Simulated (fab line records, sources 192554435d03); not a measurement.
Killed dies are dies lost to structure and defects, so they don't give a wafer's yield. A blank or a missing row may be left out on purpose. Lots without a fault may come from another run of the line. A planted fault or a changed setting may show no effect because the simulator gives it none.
Chamber matching | flow n5_finfet | N5_PASSIVATION_DESCUM_32 on rie_diel-02: 4 sister chambers
The step chemistry O2, time 7.9 s. 14 wafers are shown with their chamber, then 7 later ones without.

WAFERS WITH THEIR CHAMBER
wafer  | chamber | showerhead_plenum_p_Torr (Torr) | throttle_valve_pct (%) | oes_product_au (a.u.)
L878.3 | 2       | 2.06                            | 20.26                  | 0.97
L878.4 | 1       | 2.19                            | 20.74                  | 0.77
L878.6 | 1       | 2.19                            | 20.74                  | 0.78
L879.2 | 0       | 2.18                            | 20.72                  | 0.77
L879.4 | 3       | 2.07                            | 20.30                  | 0.72
L879.5 | 3       | 2.07                            | 20.32                  | 0.70
L883.1 | 1       | 2.19                            | 20.76                  | 0.76
L883.5 | 0       | 2.18                            | 20.73                  | 0.76
L883.6 | 1       | 2.19                            | 20.78                  | 0.77
L885.2 | 0       | 2.17                            | 20.76                  | 0.76
L885.3 | 3       | 2.07                            | 20.32                  | 0.71
L885.4 | 2       | 2.05                            | 20.30                  | 0.94
L887.2 | 0       | 2.17                            | 20.78                  | 0.75
L887.5 | 1       | 2.18                            | 20.78                  | 0.76

SIGNATURES (means of the wafers above)
reading                  | chamber 0 | chamber 1 | chamber 2 | chamber 3 | scatter within a chamber
showerhead_plenum_p_Torr | 2.1750    | 2.1880    | 2.0550    | 2.0700    | 0.0048
throttle_valve_pct       | 20.7475   | 20.7600   | 20.2800   | 20.3133   | 0.0222
oes_product_au           | 0.7600    | 0.7680    | 0.9550    | 0.7100    | 0.0106
Rule: a wafer's distance from a chamber is the root of the sum, over the readings, of the square of ((its reading less the chamber's mean) divided by the reading's scatter). The wafer belongs to the nearest chamber; if the next one is less than 2 further off, it can't be placed. The scatter: the root of (the sum of the squares of (reading less its chamber's mean) over the shown wafers, divided by (wafers less chambers)).

WAFERS WITHOUT THEIR CHAMBER
wafer  | showerhead_plenum_p_Torr (Torr) | throttle_valve_pct (%) | oes_product_au (a.u.)
L887.6 | 2.17                            | 20.78                  | 0.75
L886.4 | 2.17                            | 20.79                  | 0.74
L886.5 | 2.18                            | 20.80                  | 0.75
L886.6 | 2.05                            | 20.31                  | 0.91
L900.1 | 2.16                            | 20.81                  | 0.73
L900.2 | 2.04                            | 20.32                  | 0.88
L900.3 | 2.17                            | 20.82                  | 0.72

WHICH CHAMBER EACH WENT THROUGH
wafer  | from the rows above     | in truth
L887.6 | 0                       | 0
L886.4 | can't be placed: 0 or 1 | 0
L886.5 | can't be placed: 0 or 1 | 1
L886.6 | 2                       | 2
L900.1 | 0                       | 0
L900.2 | 2                       | 2
L900.3 | can't be placed: 0 or 1 | 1
Placed correctly: 4 of 7. Can't be placed from these rows: 3 (the true chamber is among the candidates in 3). Placed wrongly: 0.
